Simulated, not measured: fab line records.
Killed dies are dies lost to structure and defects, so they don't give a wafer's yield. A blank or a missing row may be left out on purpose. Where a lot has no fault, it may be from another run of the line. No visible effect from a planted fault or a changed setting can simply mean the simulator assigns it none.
fab line records -- flow n5_finfet
record: lots: 14, wafers: 40, last_day: 18
route steps=1938 shown MOL_CONTACT_COAG@609 BEOL_M0_SAQP@640 BEOL_M4@1111
lots that met no fault: from a run of the same line without faults
start_h: hours from the record's opening day to when the first of the lot's shown wafers began -- wait_h: hours since the lot's step before -- " the same as in the row above -- L1.1+2: a single row standing in for several wafers -- - no value present, or no start provided -- * or withheld: withheld -- < > ~ a bound
route shown NAME@n: a module of which the file shows steps, and the number in the route of the first -- usual: mean and standard deviation over wafers with no fault -- same: alike in all rows -- chamber/n: place in a boat -- sites: per-site readings -- _std_site: standard deviation of those values -- _edge_site: mean of outer sites minus mean of inner sites -- radius_mm: for every site, how far away it sits from the centre of the wafer -- mask NAME#n: copy n -- behind: the tool/chamber that last shaped the wafer -- hold: what put the lot on hold/how long, in hours/how the hold closed -- device: which transistor (n, p or np) failed to switch -- end of line: the route-end tests of the same wafers -- a step with no rows: only its recipe -- killed: dies lost to structure and defects at the first sort, not the wafer's yield -- map: dies across one wafer; x = killed, . = not, _ = none there
set.NAME: the setting the step ran with; set.NAME@STEP: the setting that earlier step ran with -- model.NAME: the simulator's own value behind a step, which no gauge read
route steps across a sampled set of lots; one table per step, one row per wafer
services: the hour from which a tool's chamber was out of use, counted from the record's first day as start_h (under 0 if before that day), plus the number of hours and why
== steps ==
step: N5_MOL_CONTACT_COAG_ETCHBACK_134
recipe: chemistry: CHF3, target: SiO2, target_depth_a: 100, time_s: 6.7, ion_energy_ev: 200, pressure_mtorr: 30, source_w: 610, bias_w: 170, Ar_flow_sccm: 200, CHF3_flow_sccm: 50
usual: drypump_motor_current_A: 5.7/0.58, oes_product_au: 0.79/0.085, rf_vpp_V: 522/12, showerhead_plenum_p_Torr: 2.40/0.081, throttle_valve_pct: 18.64/0.21
lot.wafer,tool,chamber,start_h,wait_h,drypump_motor_current_A,oes_product_au,rf_hours_counter_h,rf_vpp_V,showerhead_plenum_p_Torr,throttle_valve_pct
L476.3,rie_diel-02,0,108.17,0.1,5.5,0.83,103,516,2.39,18.51
L476.4,rie_diel-02,3,108.17,0.1,6.5,0.72,-,504,2.36,18.81
L476.6,rie_diel-02,2,108.17,0.1,4.7,0.81,-,527,2.49,18.35
L477.2,rie_diel-05,0,114.11,0.2,5.5,0.82,90,522,2.31,18.53
L477.3,rie_diel-05,3,114.11,0.2,5.7,0.69,247,534,2.33,19.00
L477.5,rie_diel-05,0,114.11,0.2,5.5,0.81,-,526,2.31,18.56
L478.2,rie_diel-02,0,121.07,0.1,5.5,0.81,108,516,2.39,18.53
L478.3,rie_diel-02,3,121.07,0.1,6.4,0.70,185,506,2.36,18.82
L478.5,rie_diel-02,0,121.07,0.1,5.5,0.82,-,516,2.39,18.52
L479.1,rie_diel-02,2,125.50,0.1,4.7,0.80,100,526,2.49,18.36
L479.2,rie_diel-02,1,125.50,0.1,5.3,0.76,155,536,2.40,18.70
L479.6,rie_diel-02,1,125.50,0.1,5.3,0.76,-,536,2.40,18.71
L480.1,rie_diel-06,0,132.76,0.2,4.8,0.89,33,536,2.30,18.31
L480.2,rie_diel-06,1,132.76,0.2,5.5,0.68,222,500,2.46,19.18
L480.5,rie_diel-06,2,132.76,0.2,6.4,0.97,-,540,2.52,18.42
L482.2,rie_diel-06,3,144.21,0.2,5.6,0.68,241,521,2.34,18.63
L482.5,rie_diel-06,2,144.21,0.2,6.4,0.96,-,539,2.52,18.45
L482.6,rie_diel-06,3,144.21,0.2,5.7,0.69,-,522,2.34,18.63
L483.1,rie_diel-02,0,150.01,0.1,5.5,0.80,119,516,2.38,18.53
L483.2,rie_diel-02,3,150.01,0.1,6.5,0.71,196,505,2.36,18.85
L483.3,rie_diel-02,1,150.01,0.1,5.3,0.75,163,535,2.40,18.73
L484.4,rie_diel-05,1,160.63,0.1,5.4,0.69,237,504,2.35,18.76
L484.5,rie_diel-05,0,160.63,0.1,5.5,0.79,-,523,2.30,18.57
L488.2,rie_diel-02,0,178.30,0.1,5.5,0.80,128,515,2.38,18.55
L488.3,rie_diel-02,3,178.30,0.1,6.5,0.70,205,506,2.35,18.85
L488.6,rie_diel-02,2,178.30,0.1,4.7,0.78,-,526,2.48,18.37
L489.1,rie_diel-06,0,190.00,0.1,4.9,0.86,54,535,2.29,18.36
L489.3,rie_diel-06,2,190.00,0.1,6.4,0.90,30,540,2.52,18.46
L489.4,rie_diel-06,1,190.00,0.1,5.6,0.67,-,500,2.45,19.23
L494.2,rie_diel-02,2,214.97,0.3,4.7,0.77,134,526,2.48,18.42
L494.6,rie_diel-02,3,214.97,0.3,6.5,0.69,-,504,2.35,18.89
L496.1,rie_diel-05,2,227.60,0.1,6.5,0.86,45,531,2.53,18.63
L496.3,rie_diel-05,0,227.60,0.1,5.5,0.78,125,523,2.29,18.58
L496.5,rie_diel-05,2,227.60,0.1,6.5,0.85,-,532,2.53,18.64
L497.1,rie_diel-05,3,236.86,0.2,5.7,0.88,30,534,2.31,18.70
L497.2,rie_diel-05,2,236.86,0.2,6.5,0.84,49,530,2.53,18.65
L497.5,rie_diel-05,2,236.86,0.2,6.5,0.85,-,531,2.53,18.67
L498.1,rie_diel-05,3,239.53,0.1,5.7,0.89,32,533,2.31,18.74
L498.2,rie_diel-05,1,239.53,0.1,5.5,1.00,1,504,2.35,18.38
L498.4,rie_diel-05,2,239.53,0.1,6.5,0.84,50,531,2.53,18.66
step: N5_MOL_CONTACT_COAG_CD_MEAS_101
recipe: target_cd_nm: 16
usual: cd_nm: 16.0/0.5
lot.wafer,tool,chamber,start_h,wait_h,cd_nm
L476.3,cd_sem-01,-,108.68,0.0,16.1
L476.4,cd_sem-01,-,108.68,0.0,15.6
L476.6,cd_sem-01,-,108.68,0.0,15.6
L477.2,cd_sem-02,-,114.62,0.0,16.8
L477.3,cd_sem-02,-,114.62,0.0,16.0
L477.5,cd_sem-02,-,114.62,0.0,16.1
L478.2,cd_sem-02,-,121.58,0.0,15.9
L478.3,cd_sem-02,-,121.58,0.0,15.7
L478.5,cd_sem-02,-,121.58,0.0,16.8
L479.1,cd_sem-03,-,126.01,0.0,16.1
L479.2,cd_sem-03,-,126.01,0.0,16.7
L479.6,cd_sem-03,-,126.01,0.0,16.3
L480.1,cd_sem-03,-,133.29,0.0,15.4
L480.2,cd_sem-03,-,133.29,0.0,15.6
L480.5,cd_sem-03,-,133.29,0.0,15.4
L482.2,cd_sem-01,-,144.71,0.0,16.3
L482.5,cd_sem-01,-,144.71,0.0,15.5
L482.6,cd_sem-01,-,144.71,0.0,16.0
L483.1,cd_sem-01,-,150.52,0.0,15.4
L483.2,cd_sem-01,-,150.52,0.0,15.3
L483.3,cd_sem-01,-,150.52,0.0,16.1
L484.4,cd_sem-03,-,161.14,0.0,15.0
L484.5,cd_sem-03,-,161.14,0.0,16.2
L488.2,cd_sem-01,-,178.81,0.0,15.9
L488.3,cd_sem-01,-,178.81,0.0,16.6
L488.6,cd_sem-01,-,178.81,0.0,17.0
L489.1,cd_sem-01,-,190.50,0.0,15.9
L489.3,cd_sem-01,-,190.50,0.0,15.9
L489.4,cd_sem-01,-,190.50,0.0,16.1
L494.2,cd_sem-01,-,215.48,0.0,16.4
L494.6,cd_sem-01,-,215.48,0.0,16.4
L496.1,cd_sem-02,-,228.11,0.0,15.7
L496.3,cd_sem-02,-,228.11,0.0,17.4
L496.5,cd_sem-02,-,228.11,0.0,16.0
L497.1,cd_sem-02,-,237.37,0.0,16.1
L497.2,cd_sem-02,-,237.37,0.0,15.9
L497.5,cd_sem-02,-,237.37,0.0,16.4
L498.1,cd_sem-03,-,240.04,0.0,16.8
L498.2,cd_sem-03,-,240.04,0.0,16.1
L498.4,cd_sem-03,-,240.04,0.0,15.8
step: N5_BEOL_M0_SAQP_HM_DEP_111
recipe: material: SiO2, target_thk_a: 120, temp_c: 400, precursor: SiH4/N2O, pressure_torr: 0.75, rf_w: 275, time_s: 7.2
usual: chamber_pressure_Torr: 0.7501/0.0019, heater_power_outer_w: 431/56, heater_power_w: 710/76, showerhead_plenum_p_Torr: 8.12/0.12
lot.wafer,tool,chamber,start_h,wait_h,chamber_pressure_Torr,heater_power_outer_w,heater_power_w,showerhead_plenum_p_Torr
L476.3,pecvd-01,1,115.56,0.0,0.7506,351,620,7.98
L476.4,pecvd-01,2,115.56,0.0,0.7498,353,598,8.39
L476.6,pecvd-01,0,115.56,0.0,0.7509,408,709,8.21
L477.2,pecvd-01,2,120.08,0.0,0.7494,365,629,8.40
L477.3,pecvd-01,0,120.08,0.0,0.7494,358,630,8.21
L477.5,pecvd-01,1,120.08,0.0,0.7491,435,705,7.98
L478.2,pecvd-04,0,126.80,0.0,0.7513,454,693,8.14
L478.3,pecvd-04,2,126.80,0.0,0.7528,464,717,8.03
L478.5,pecvd-04,2,126.80,0.0,0.7514,459,711,8.05
L479.1,pecvd-04,1,131.10,0.0,0.7492,564,880,8.16
L479.2,pecvd-04,0,131.10,0.0,0.7532,478,705,8.12
L479.6,pecvd-04,1,131.10,0.0,0.7489,552,888,8.15
L480.1,pecvd-01,1,138.72,0.0,0.7534,358,602,7.97
L480.2,pecvd-01,0,138.72,0.0,0.7515,440,750,8.18
L480.5,pecvd-01,0,138.72,0.0,0.7502,441,760,8.17
L482.2,pecvd-04,1,151.03,0.0,0.7508,435,729,8.18
L482.5,pecvd-04,0,151.03,0.0,0.7493,481,769,8.10
L482.6,pecvd-04,1,151.03,0.0,0.7523,434,710,8.16
L483.1,pecvd-01,2,155.61,0.0,0.7481,350,610,8.39
L483.2,pecvd-01,0,155.61,0.0,0.7491,435,760,8.20
L483.3,pecvd-01,1,155.61,0.0,0.7510,435,701,7.98
L484.4,pecvd-02,0,166.54,0.1,0.7509,485,818,8.03
L484.5,pecvd-02,1,166.54,0.1,0.7523,446,752,8.14
L488.2,pecvd-02,0,183.79,0.0,-,-,-,-
L488.3,pecvd-02,2,183.79,0.0,-,-,-,-
L488.6,pecvd-02,1,183.79,0.0,-,-,-,-
L489.1,pecvd-01,2,195.40,0.0,-,-,-,-
L489.3,pecvd-01,0,195.40,0.0,-,-,-,-
L489.4,pecvd-01,2,195.40,0.0,-,-,-,-
L494.2,pecvd-02,0,221.00,0.0,0.7533,396,682,8.03
L494.6,pecvd-02,0,221.00,0.0,0.7493,391,687,8.02
L496.1,pecvd-02,1,233.93,0.0,0.7509,415,683,8.14
L496.3,pecvd-02,0,233.93,0.0,0.7512,498,858,8.02
L496.5,pecvd-02,2,233.93,0.0,0.7498,455,743,7.99
L497.1,pecvd-01,1,243.58,0.0,0.7489,438,707,7.99
L497.2,pecvd-01,0,243.58,0.0,0.7476,416,730,8.20
L497.5,pecvd-01,1,243.58,0.0,0.7475,436,725,7.97
L498.1,pecvd-01,2,247.51,0.0,0.7497,314,560,8.38
L498.2,pecvd-01,0,247.51,0.0,0.7499,388,686,8.19
L498.4,pecvd-01,1,247.51,0.0,0.7463,399,671,7.97
step: N5_BEOL_M0_SAQP_ETCH_83
recipe: chemistry: CF4, target: SiARC, target_depth_a: 390, mask_material: CAR-ArF, time_s: 65, ion_energy_ev: 80, pressure_mtorr: 40, source_w: 545, bias_w: 36, Ar_flow_sccm: 100, cf4_flow_sccm: 100, ends: cleared
usual: drypump_motor_current_A: 5.8/0.35, etch_rf_on_time_s: 64.6/2, oes_product_au: 0.67/0.048, rf_vpp_V: 183.8/1.3, showerhead_plenum_p_Torr: 2.14/0.07, throttle_valve_pct: 15.62/0.2
lot.wafer,tool,chamber,start_h,wait_h,drypump_motor_current_A,etch_rf_on_time_s,oes_product_au,rf_hours_counter_h,rf_vpp_V,showerhead_plenum_p_Torr,throttle_valve_pct
L476.3,rie_diel-04,2,116.13,0.0,6.0,64.0,0.63,200,180.1,2.05,15.74
L476.4,rie_diel-04,0,116.13,0.0,5.7,64.7,0.70,86,183.1,2.16,15.59
L476.6,rie_diel-04,2,116.13,0.0,6.0,63.6,0.62,-,182.3,2.05,15.76
L477.2,rie_diel-01,2,120.65,0.0,6.4,61.3,0.65,160,185.0,2.23,15.63
L477.3,rie_diel-01,0,120.65,0.0,5.8,68.1,0.73,34,184.4,2.20,15.35
L477.5,rie_diel-01,2,120.65,0.0,6.3,62.0,0.66,-,185.4,2.23,15.62
L478.2,rie_diel-01,2,127.37,0.0,6.4,61.1,0.65,161,184.3,2.23,15.63
L478.3,rie_diel-01,0,127.37,0.0,5.8,67.7,0.74,36,185.0,2.19,15.35
L478.5,rie_diel-01,2,127.37,0.0,6.3,61.6,0.66,-,185.4,2.23,15.63
L479.1,rie_diel-01,2,131.88,0.0,6.3,62.0,0.65,163,184.8,2.23,15.65
L479.2,rie_diel-01,0,131.88,0.0,5.7,68.2,0.73,38,183.9,2.19,15.36
L479.6,rie_diel-01,1,131.88,0.0,5.9,64.7,0.63,-,183.7,2.06,15.78
L480.1,rie_diel-04,2,139.19,0.0,6.0,63.9,0.61,206,183.2,2.04,15.78
L480.2,rie_diel-04,1,139.19,0.0,5.7,62.2,0.77,50,184.9,2.09,15.30
L480.5,rie_diel-04,3,139.19,0.0,5.0,66.1,0.67,-,184.2,2.15,15.27
L482.2,rie_diel-03,2,151.61,0.0,5.7,63.3,0.67,139,186.3,2.24,15.91
L482.5,rie_diel-03,1,151.61,0.0,5.4,65.9,0.69,-,184.1,2.16,15.40
L482.6,rie_diel-03,0,151.61,0.0,5.7,63.7,0.76,-,183.9,2.26,15.70
L483.1,rie_diel-01,1,156.19,0.0,5.9,65.0,0.63,186,183.5,2.05,15.79
L483.2,rie_diel-01,2,156.19,0.0,6.3,62.5,0.64,170,184.1,2.23,15.66
L483.3,rie_diel-01,0,156.19,0.0,5.7,69.5,0.72,44,183.5,2.19,15.38
L484.4,rie_diel-01,3,167.09,0.0,5.7,66.5,0.65,135,182.1,2.07,15.78
L484.5,rie_diel-01,1,167.09,0.0,5.9,63.6,0.62,-,181.6,2.05,15.80
L488.2,rie_diel-01,1,184.49,0.0,5.9,64.0,0.62,194,182.5,2.05,15.80
L488.3,rie_diel-01,0,184.49,0.0,5.8,68.1,0.71,52,182.8,2.19,15.39
L488.6,rie_diel-01,0,184.49,0.0,5.8,68.0,0.71,-,185.1,2.19,15.39
L489.1,rie_diel-04,3,195.97,0.0,5.0,65.8,0.66,125,184.4,2.15,15.30
L489.3,rie_diel-04,0,195.97,0.0,5.7,64.1,0.68,108,184.0,2.15,15.63
L489.4,rie_diel-04,1,195.97,0.0,5.7,61.9,0.75,64,183.3,2.08,15.35
L494.2,rie_diel-04,1,221.57,0.0,5.7,62.2,0.75,73,183.0,2.08,15.36
L494.6,rie_diel-04,0,221.57,0.0,5.7,64.4,0.67,-,183.8,2.15,15.65
L496.1,rie_diel-04,2,234.50,0.0,6.1,65.6,0.58,230,181.5,2.04,15.80
L496.3,rie_diel-04,0,234.50,0.0,5.7,64.3,0.67,121,186.3,2.15,15.66
L496.5,rie_diel-04,2,234.50,0.0,6.0,65.3,0.59,-,180.9,2.04,15.82
L497.1,rie_diel-01,1,244.16,0.0,5.9,63.3,0.61,211,183.6,2.05,15.85
L497.2,rie_diel-01,0,244.16,0.0,5.8,68.2,0.69,69,184.6,2.18,15.44
L497.5,rie_diel-01,2,244.16,0.0,6.4,62.9,0.62,-,185.8,2.22,15.69
L498.1,rie_diel-01,1,248.08,0.0,5.9,63.1,0.62,212,182.5,2.05,15.85
L498.2,rie_diel-01,3,248.08,0.0,5.7,67.4,0.63,159,182.7,2.06,15.81
L498.4,rie_diel-01,0,248.08,0.0,5.7,67.6,0.69,70,183.7,2.18,15.43
step: N5_BEOL_M0_SAQP_HM_OPEN_112
recipe: chemistry: CHF3/O2, target: SiO2, stop_on: a-Si, target_depth_a: 120, over_etch_frac: 1.25, mask_material: SOC, time_s: 13.5, pressure_mtorr: 30, source_w: 650, bias_w: 170, Ar_flow_sccm: 200, CHF3_flow_sccm: 50, O2_flow_sccm: 5, ion_energy_ev: 200, ends: end_point
usual: drypump_motor_current_A: 5.8/0.34, oes_o_777_au: 0.79/0.064, oes_product_au: 0.51/0.037, rf_vpp_V: 527/15, showerhead_plenum_p_Torr: 2.40/0.085, throttle_valve_pct: 18.83/0.23
lot.wafer,tool,chamber,start_h,wait_h,drypump_motor_current_A,oes_o_777_au,oes_product_au,rf_hours_counter_h,rf_vpp_V,showerhead_plenum_p_Torr,throttle_valve_pct
L476.3,rie_diel-04,2,116.29,0.0,6.1,0.72,0.47,200,515,2.29,18.86
L476.4,rie_diel-04,0,116.29,0.0,5.7,0.84,0.54,86,499,2.42,18.72
L476.6,rie_diel-04,2,116.29,0.0,6.1,0.71,0.45,-,514,2.29,18.87
L477.2,rie_diel-01,2,120.81,0.0,6.4,0.77,0.48,160,524,2.52,18.90
L477.3,rie_diel-01,0,120.81,0.0,5.8,0.89,0.57,34,551,2.46,18.54
L477.5,rie_diel-01,2,120.81,0.0,6.4,0.77,0.50,-,524,2.52,18.90
L478.2,rie_diel-01,2,127.53,0.0,6.3,0.77,0.48,161,524,2.52,18.90
L478.3,rie_diel-01,0,127.53,0.0,5.8,0.88,0.57,36,551,2.46,18.55
L478.5,rie_diel-01,2,127.53,0.0,6.4,0.77,0.49,-,524,2.52,18.91
L479.1,rie_diel-01,2,132.03,0.0,6.3,0.77,0.47,163,525,2.52,18.90
L479.2,rie_diel-01,0,132.03,0.0,5.8,0.89,0.56,38,550,2.46,18.56
L479.6,rie_diel-01,1,132.03,0.0,5.9,0.76,0.48,-,531,2.31,18.98
L480.1,rie_diel-04,2,139.35,0.0,6.0,0.71,0.47,206,516,2.29,18.86
L480.2,rie_diel-04,1,139.35,0.0,5.7,0.95,0.58,50,531,2.35,18.54
L480.5,rie_diel-04,3,139.35,0.0,5.0,0.77,0.52,-,544,2.41,18.38
L482.2,rie_diel-03,2,151.77,0.0,5.7,0.78,0.50,139,542,2.53,19.25
L482.5,rie_diel-03,1,151.77,0.0,5.3,0.81,0.55,-,528,2.46,18.75
L482.6,rie_diel-03,0,151.77,0.0,5.7,0.85,0.58,-,548,2.55,19.05
L483.1,rie_diel-01,1,156.35,0.0,5.9,0.76,0.49,186,531,2.31,18.99
L483.2,rie_diel-01,2,156.35,0.0,6.3,0.76,0.47,170,524,2.52,18.90
L483.3,rie_diel-01,0,156.35,0.0,5.8,0.87,0.57,44,551,2.46,18.57
L484.4,rie_diel-01,3,167.25,0.0,5.7,0.76,0.51,135,513,2.32,19.00
L484.5,rie_diel-01,1,167.25,0.0,5.9,0.75,0.47,-,530,2.31,18.99
L488.2,rie_diel-01,1,184.65,0.0,5.9,0.75,0.27,194,529,2.30,18.95
L488.3,rie_diel-01,0,184.65,0.0,5.8,0.86,0.31,52,551,2.46,18.53
L488.6,rie_diel-01,0,184.65,0.0,5.8,0.87,0.32,-,550,2.46,18.53
L489.1,rie_diel-04,3,196.13,0.0,5.0,0.77,0.29,125,544,2.41,18.35
L489.3,rie_diel-04,0,196.13,0.0,5.7,0.82,0.30,108,500,2.41,18.73
L489.4,rie_diel-04,1,196.13,0.0,5.7,0.92,0.33,64,531,2.34,18.50
L494.2,rie_diel-04,1,221.73,0.0,5.7,0.92,0.55,73,532,2.34,18.56
L494.6,rie_diel-04,0,221.73,0.0,5.7,0.81,0.51,-,499,2.41,18.80
L496.1,rie_diel-04,2,234.65,0.0,6.0,0.69,0.46,230,515,2.28,18.91
L496.3,rie_diel-04,0,234.65,0.0,5.7,0.81,0.51,121,499,2.40,18.81
L496.5,rie_diel-04,2,234.65,0.0,6.0,0.70,0.45,-,514,2.28,18.91
L497.1,rie_diel-01,1,244.32,0.0,5.9,0.74,0.47,211,531,2.30,19.03
L497.2,rie_diel-01,0,244.32,0.0,5.8,0.85,0.54,69,551,2.45,18.61
L497.5,rie_diel-01,2,244.32,0.0,6.3,0.74,0.48,-,523,2.51,18.96
L498.1,rie_diel-01,1,248.24,0.0,5.9,0.74,0.46,212,530,2.30,19.02
L498.2,rie_diel-01,3,248.24,0.0,5.7,0.74,0.49,159,514,2.31,19.02
L498.4,rie_diel-01,0,248.24,0.0,5.7,0.84,0.54,70,550,2.45,18.62
step: N5_BEOL_M0_SAQP_CD_MEAS_25
recipe: target_cd_nm: 13.1, landing_energy_ev: 1000, detector: se_inlens
usual: cd_nm: 12.80/0.22
lot.wafer,tool,chamber,start_h,wait_h,cd_nm
L476.3,cd_sem-02,0,117.66,0.1,12.70
L476.4,cd_sem-02,0,117.66,0.1,12.85
L476.6,cd_sem-02,0,117.66,0.1,12.54
L477.2,cd_sem-02,0,122.19,0.1,12.77
L477.3,cd_sem-02,0,122.19,0.1,12.73
L477.5,cd_sem-02,0,122.19,0.1,12.99
L478.2,cd_sem-02,0,128.91,0.1,12.64
L478.3,cd_sem-02,0,128.91,0.1,12.88
L478.5,cd_sem-02,0,128.91,0.1,12.95
L479.1,cd_sem-01,0,133.40,0.1,12.59
L479.2,cd_sem-01,0,133.40,0.1,12.73
L479.6,cd_sem-01,0,133.40,0.1,12.52
L480.1,cd_sem-01,0,140.72,0.1,13.11
L480.2,cd_sem-01,0,140.72,0.1,12.86
L480.5,cd_sem-01,0,140.72,0.1,12.93
L482.2,cd_sem-02,0,153.14,0.1,12.52
L482.5,cd_sem-02,0,153.14,0.1,12.55
L482.6,cd_sem-02,0,153.14,0.1,13.04
L483.1,cd_sem-02,0,157.90,0.1,12.74
L483.2,cd_sem-02,0,157.90,0.1,12.82
L483.3,cd_sem-02,0,157.90,0.1,12.66
L484.4,cd_sem-02,0,168.73,0.1,12.76
L484.5,cd_sem-02,0,168.73,0.1,12.71
L488.2,cd_sem-01,0,186.07,0.1,-
L488.3,cd_sem-01,0,186.07,0.1,-
L488.6,cd_sem-01,0,186.07,0.1,-
L489.1,cd_sem-03,0,197.78,0.1,-
L489.3,cd_sem-03,0,197.78,0.1,-
L489.4,cd_sem-03,0,197.78,0.1,-
L494.2,cd_sem-03,0,223.26,0.1,13.24
L494.6,cd_sem-03,0,223.26,0.1,12.80
L496.1,cd_sem-02,0,236.11,0.1,12.54
L496.3,cd_sem-02,0,236.11,0.1,13.28
L496.5,cd_sem-02,0,236.11,0.1,12.61
L497.1,cd_sem-01,0,245.69,0.1,12.85
L497.2,cd_sem-01,0,245.69,0.1,13.32
L497.5,cd_sem-01,0,245.69,0.1,12.93
L498.1,cd_sem-01,0,249.62,0.1,12.80
L498.2,cd_sem-01,0,249.62,0.1,12.80
L498.4,cd_sem-01,0,249.62,0.1,12.73
step: N5_BEOL_M4_RC_MEAS_101
usual: DIBL_N: 37.1/2.4, DIBL_P: 37/3, IOFF_N: 0.18/0.053, IOFF_P: 0.21/0.05, ION_N: 674/14, ION_P: 459/9.2, SS_N: 72.1/0.9, SS_P: 73.4/0.89, VT_N: 250/3.8, VT_P: -251/3.7
lot.wafer,tool,chamber,start_h,wait_h,DIBL_N[mV/V],DIBL_P[mV/V],IOFF_N[nA/um],IOFF_P[nA/um],ION_N[uA/um],ION_P[uA/um],SS_N[mV/dec],SS_P[mV/dec],VT_N[mV],VT_P[mV]
L476.3,prober-01,0,182.98,0.3,39.5,40,0.21,0.29,680,466,72.7,74.0,248,-246
L476.4,prober-01,0,182.98,0.3,36.7,37,0.15,0.22,671,461,71.6,73.3,251,-251
L476.6,prober-01,0,182.98,0.3,34.4,33,0.13,0.17,654,450,71.9,71.9,255,-253
L477.2,prober-02,0,200.38,0.2,35.7,35,0.16,0.22,671,464,71.8,72.9,249,-249
L477.3,prober-02,0,200.38,0.2,37.7,36,0.19,0.22,677,461,72.6,73.0,251,-249
L477.5,prober-02,0,200.38,0.2,34.8,34,0.14,0.18,656,455,71.9,72.3,253,-249
L479.1,prober-01,0,200.63,0.2,35.0,34,0.13,0.16,664,455,71.5,73.0,253,-251
L479.2,prober-01,0,200.63,0.2,34.1,32,0.12,0.14,652,445,71.4,72.2,256,-257
L479.6,prober-01,0,200.63,0.2,36.0,35,0.14,0.17,664,453,71.1,72.8,255,-255
L480.1,prober-02,0,205.69,0.0,40.3,37,0.26,0.19,659,447,74.5,73.1,250,-253
L480.2,prober-02,0,205.69,0.0,35.2,35,0.13,0.16,654,445,70.6,73.0,253,-254
L480.5,prober-02,0,205.69,0.0,36.3,36,0.14,0.17,655,441,71.5,72.5,252,-254
L478.2,prober-01,0,205.80,0.2,37.7,39,0.20,0.25,688,467,71.6,73.7,248,-248
L478.3,prober-01,0,205.80,0.2,36.7,37,0.19,0.23,681,464,72.0,72.7,245,-248
L478.5,prober-01,0,205.80,0.2,37.9,38,0.20,0.23,664,453,73.0,73.8,247,-248
L482.2,prober-02,0,213.79,0.2,36.1,34,0.14,0.20,674,464,72.4,72.6,252,-250
L482.5,prober-02,0,213.79,0.2,33.4,31,0.11,0.16,656,453,71.2,71.6,256,-252
L482.6,prober-02,0,213.79,0.2,36.5,36,0.15,0.22,677,474,72.2,73.4,253,-250
L484.4,prober-01,0,230.08,0.5,39.7,37,0.20,0.19,670,449,73.0,74.5,251,-256
L484.5,prober-01,0,230.08,0.5,34.1,32,0.10,0.13,651,446,71.8,72.7,259,-258
L483.1,prober-01,0,232.04,0.0,33.4,31,0.11,0.15,663,456,70.8,72.4,256,-254
L483.2,prober-01,0,232.04,0.0,39.3,38,0.22,0.24,685,465,72.2,73.3,247,-249
L483.3,prober-01,0,232.04,0.0,36.0,34,0.14,0.18,661,443,71.0,72.4,254,-253
L494.2,prober-02,0,285.46,0.2,42.6,45,0.30,0.31,698,471,73.4,75.3,245,-246
L494.6,prober-02,0,285.46,0.2,43.0,45,0.30,0.32,693,462,73.8,75.1,244,-247
L496.1,prober-02,0,309.30,0.0,32.5,33,0.12,0.14,665,453,71.2,72.1,252,-255
L496.3,prober-02,0,309.30,0.0,36.1,37,0.17,0.18,690,459,71.7,72.8,249,-255
L496.5,prober-02,0,309.30,0.0,37.3,39,0.21,0.22,697,464,72.5,74.6,244,-252
L497.1,prober-01,0,309.62,0.0,36.6,37,0.17,0.18,682,459,72.2,72.7,251,-256
L497.2,prober-01,0,309.62,0.0,34.7,35,0.14,0.16,665,446,71.2,73.3,251,-255
L497.5,prober-01,0,309.62,0.0,34.5,35,0.14,0.16,670,458,70.7,73.3,252,-258
L498.1,prober-01,0,312.45,0.0,34.9,35,0.13,0.16,662,456,71.0,73.0,254,-253
L498.2,prober-01,0,312.45,0.0,37.6,38,0.16,0.19,662,448,71.7,73.5,254,-253
L498.4,prober-01,0,312.45,0.0,37.8,39,0.19,0.22,681,460,71.8,73.7,249,-252
== services ==
tool,chamber,start_h,hours,kind
pecvd-01,-,90.03,14.6,pm
rie_diel-06,2,92.18,-,clean
rie_diel-06,0,93.20,17.5,repair
rie_diel-05,2,111.68,4.3,repair
rie_diel-05,3,123.51,-,clean
rie_diel-05,3,123.51,-,consumable_replace:focus_ring
rie_diel-05,3,123.51,17.8,scheduled_down
rie_diel-05,3,123.51,17.8,vent_cycle
rie_diel-04,-,146.76,2.8,pm
rie_diel-05,0,153.50,6.6,repair
pecvd-01,-,161.94,0.6,repair
pecvd-04,-,162.24,0.8,repair
rie_diel-04,2,163.49,3.9,repair
pecvd-04,0,198.47,5.0,repair
rie_diel-05,-,198.73,14.6,pm
rie_diel-01,-,207.15,2.3,repair
rie_diel-05,1,216.85,-,clean
rie_diel-05,1,216.85,-,consumable_replace:focus_ring
pecvd-01,-,222.27,2.8,pm
rie_diel-01,-,229.78,2.5,repair
rie_diel-05,0,231.06,1.6,repair
rie_diel-06,-,236.71,0.9,repair
pecvd-01,0,237.40,3.7,repair
pecvd-02,2,242.89,5.5,scheduled_down
== key ==
first_sign: step: N5_BEOL_M0_SAQP_HM_DEP_111, reading: tool_record, direction: missing
effect: step: N5_BEOL_M0_SAQP_HM_OPEN_112, reading: oes_product_au, direction: down, sigmas: 5.5, usual: 0.51, struck: 0.30
effect: step: N5_BEOL_M0_SAQP_CD_MEAS_25, reading: cd_nm, direction: missing
met_at N5_BEOL_M0_SAQP_HM_DEP_111
struck_lots L488,L489
later_rows_left_out L488.2,L488.3,L488.6,L489.1,L489.3,L489.4
sort_left_out L488.2,L488.3,L488.6,L489.1,L489.3,L489.4
not_acting_at N5_MOL_CONTACT_COAG_ETCHBACK_134,N5_MOL_CONTACT_COAG_CD_MEAS_101,N5_BEOL_M0_SAQP_ETCH_83
onset_between 166.54 183.79
fault: kind: skipped_step_whole, tool: pecvd-01,pecvd-02, chamber: -, onset_h: 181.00, steps: N5_BEOL_M0_SAQP_HM_DEP_111, scope: struck_lots_only
sort_left_out: the simulated sort isn't trusted on such a fault, so these wafers' sort isn't shown, and their yield isn't known
later_rows_left_out: the simulator's readings of these wafers behind a module that went badly wrong aren't trusted and aren't shown, but for the sort
